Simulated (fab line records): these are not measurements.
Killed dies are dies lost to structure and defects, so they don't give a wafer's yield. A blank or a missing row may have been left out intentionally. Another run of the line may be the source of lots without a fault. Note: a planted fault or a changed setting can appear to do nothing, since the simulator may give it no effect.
Matching of chambers | flow nand_harc | 4 sister chambers for NHARC_A_WL_FILL_ALD_00 on ald_hk-02
The step deposits Al2O3, target thk 3 nm, pulse time 3 s, ald cycles 30. 7 wafers are shown with their chamber, then 7 later ones without.

== WAFERS, EACH WITH ITS CHAMBER ==
wafer  | chamber | heater_power_w (W) | precursor_pulse_height_rel
L076.3 | 3       | 482                | 1.006
L085.1 | 2       | 401                | 1.018
L088.1 | 0       | 501                | 1.021
L088.2 | 1       | 524                | 1.016
L088.4 | 2       | 393                | 1.005
L092.2 | 1       | 507                | 0.982
L092.3 | 0       | 497                | 0.982

== WAFERS WITHOUT THEIR CHAMBER ==
wafer  | heater_power_w (W) | precursor_pulse_height_rel
L092.5 | 501                | 0.997
L096.1 | 408                | 0.968
L096.4 | 506                | 0.997
L096.5 | 527                | 1.019
L097.2 | 510                | 0.998
L097.3 | 398                | 0.960
L097.6 | 519                | 1.016

== WHICH CHAMBER EACH WENT THROUGH ==
wafer  | from the rows above     | in truth
L092.5 | can't be placed: 0 or 1 | 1
L096.1 | 2                       | 2
L096.4 | can't be placed: 0 or 1 | 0
L096.5 | can't be placed: 1 or 0 | 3
L097.2 | can't be placed: 1 or 0 | 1
L097.3 | 2                       | 2
L097.6 | can't be placed: 1 or 0 | 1
Correct placement for 2 of the 7. From these rows, 5 cannot be placed; in 4 the true chamber is one of the candidates. Placed wrongly: 0.
How it was worked out, from the rows above alone: a wafer's distance from a chamber is the root of the sum, over the readings, of the square of ((its reading less the chamber's mean) divided by the reading's scatter). If the next closest chamber is less than 2 further off than the closest, the wafer can't be placed; otherwise it belongs to the closest. The mean given for a chamber averages the wafers shown for that chamber. The scatter is the square root of a quotient: the sum, over the shown wafers, of each reading's squared deviation from its chamber's mean, divided by wafers minus chambers.
